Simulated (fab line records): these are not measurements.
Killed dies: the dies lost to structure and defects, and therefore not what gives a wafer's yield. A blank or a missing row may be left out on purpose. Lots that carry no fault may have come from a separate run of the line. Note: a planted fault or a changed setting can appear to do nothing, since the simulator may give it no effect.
Which tool is to blame?	flow n5Finfet	33 wafers from 13 lots sampled at 2 of the route's 1938 steps

== WHAT THE GAUGES SHOWED, per wafer ==
N5_BEOL_M9_OCD_MEAS_38. Usual: trenchDepthNm at 151.6 nm, with a standard deviation of 3.
lot	measured	on	trenchDepthNm (nm)	flag
L798	day 9 18:14	ocd-01	150.5 151.4 151.5	
L797	day 10 05:36	ocd-02	150.9 152.9	
L799	day 10 05:41	ocd-02	149.6 149.7	
L800	day 10 21:59	ocd-02	148.7 152.0 153.3	
L801	day 11 01:02	ocd-02	148.5 155.5 147.9	
L803	day 11 06:44	ocd-01	150.5 154.3 150.2	
L805	day 12 03:17	ocd-01	149.8 150.4	
L808	day 12 15:28	ocd-02	149.2 148.5	
L807	day 12 15:51	ocd-01	153.7 156.5 156.6	
L809	day 12 15:53	ocd-02	147.6 151.4 152.4	
L814	day 14 04:23	ocd-01	147.2 147.1	
L819	day 15 14:56	ocd-01	156.4 156.6	
L820	day 15 17:23	ocd-01	150.2 146.1 150.4	

== WHAT TOOL EACH LOT RAN ON (gives the tool, then ch and the chambers of the sampled wafers, and finally the start) ==
lot	N5_BEOL_M9_TRENCH_ETCH_37
L798	rieDiel-04 ch 0,1, day 9 18:14 or earlier
L797	rieDiel-05 ch 2,3, day 10 05:36 or earlier
L799	rieDiel-04 ch 0,1, day 10 05:41 or earlier
L800	rieDiel-05 ch 0,3, day 10 21:59 or earlier
L801	rieDiel-04 ch 1,3, day 11 01:02 or earlier
L803	rieDiel-05 ch 0,3, day 11 06:44 or earlier
L805	rieDiel-04 ch 1,2, day 12 03:17 or earlier
L808	rieDiel-05 ch 1, day 12 15:28 or earlier
L807	rieDiel-01 ch 1,3, day 12 15:51 or earlier
L809	rieDiel-05 ch 0,1,2, day 12 15:53 or earlier
L814	rieDiel-05 ch 1, day 14 04:23 or earlier
L819	rieDiel-01 ch 3, day 15 14:56 or earlier
L820	rieDiel-05 ch 1,2,3, day 15 17:23 or earlier
- N5_BEOL_M9_TRENCH_ETCH_37: etches SiCOH lowk in C4F6/O2, target depth 151.43 nm, time 49 s.

== AS READ BY THE TOOLS THEMSELVES (means over the sampled wafers that have a number; for cases with no such wafer, the mark the record gives instead) ==
N5_BEOL_M9_TRENCH_ETCH_37. Usual: drypumpMotorCurrentA 5.8 A, standard deviation 0.53; oes_o_777_au 0.77 a.u., standard deviation 0.068; oesProductAu 0.78 a.u., standard deviation 0.067; rfVppV 663 V, standard deviation 16; showerheadPlenumPTorr 2.85 Torr, standard deviation 0.076; throttleValvePct 21.0 %, standard deviation 0.31.
lot	tool	drypumpMotorCurrentA (A)	oes_o_777_au (a.u.)	oesProductAu (a.u.)	rfVppV (V)	showerheadPlenumPTorr (Torr)	throttleValvePct (%)	flag
L798	rieDiel-04	5.9	0.76	0.74	653	2.89	21.0	
L797	rieDiel-05	5.8	0.76	0.77	650	2.86	21.1	
L799	rieDiel-04	6.0	0.74	0.72	661	2.89	21.1	
L800	rieDiel-05	5.9	0.77	0.78	674	2.94	20.9	
L801	rieDiel-04	5.5	0.85	0.82	649	2.88	20.8	
L803	rieDiel-05	6.1	0.79	0.79	659	2.90	21.2	
L805	rieDiel-04	6.0	0.74	0.73	642	2.81	21.2	
L808	rieDiel-05	5.8	0.71	0.72	657	2.72	21.2	
L807	rieDiel-01	5.3	0.83	0.82	665	2.87	20.9	
L809	rieDiel-05	5.6	0.72	0.73	669	2.84	20.9	
L814	rieDiel-05	5.8	0.70	0.70	655	2.72	21.3	
L819	rieDiel-01	5.2	0.81	0.80	664	2.87	21.2	
L820	rieDiel-05	5.8	0.71	0.72	652	2.80	21.2	

== THE ANSWER, worked out from the rows above alone ==
Rule: take the mean of a lot's wafers that have a number; if it is more than 3 standard deviations from the usual mean, the lot is off. A lot without any number at a reading at which 4 lots or more have one is off too. Where the step has rows for the other lots, those lots are counted as sound. Order of review: gauges by route order, followed by the tools' own readings, for which a lot's mean as printed above is used. The first step at which some lot is off is used, and at that step the reading that is off furthest; a lot without a number counts as furthest.
Across all readings shown, no lot is off: no conclusion can be drawn from this.

== WHAT THE SIMULATOR HAD INSERTED ==
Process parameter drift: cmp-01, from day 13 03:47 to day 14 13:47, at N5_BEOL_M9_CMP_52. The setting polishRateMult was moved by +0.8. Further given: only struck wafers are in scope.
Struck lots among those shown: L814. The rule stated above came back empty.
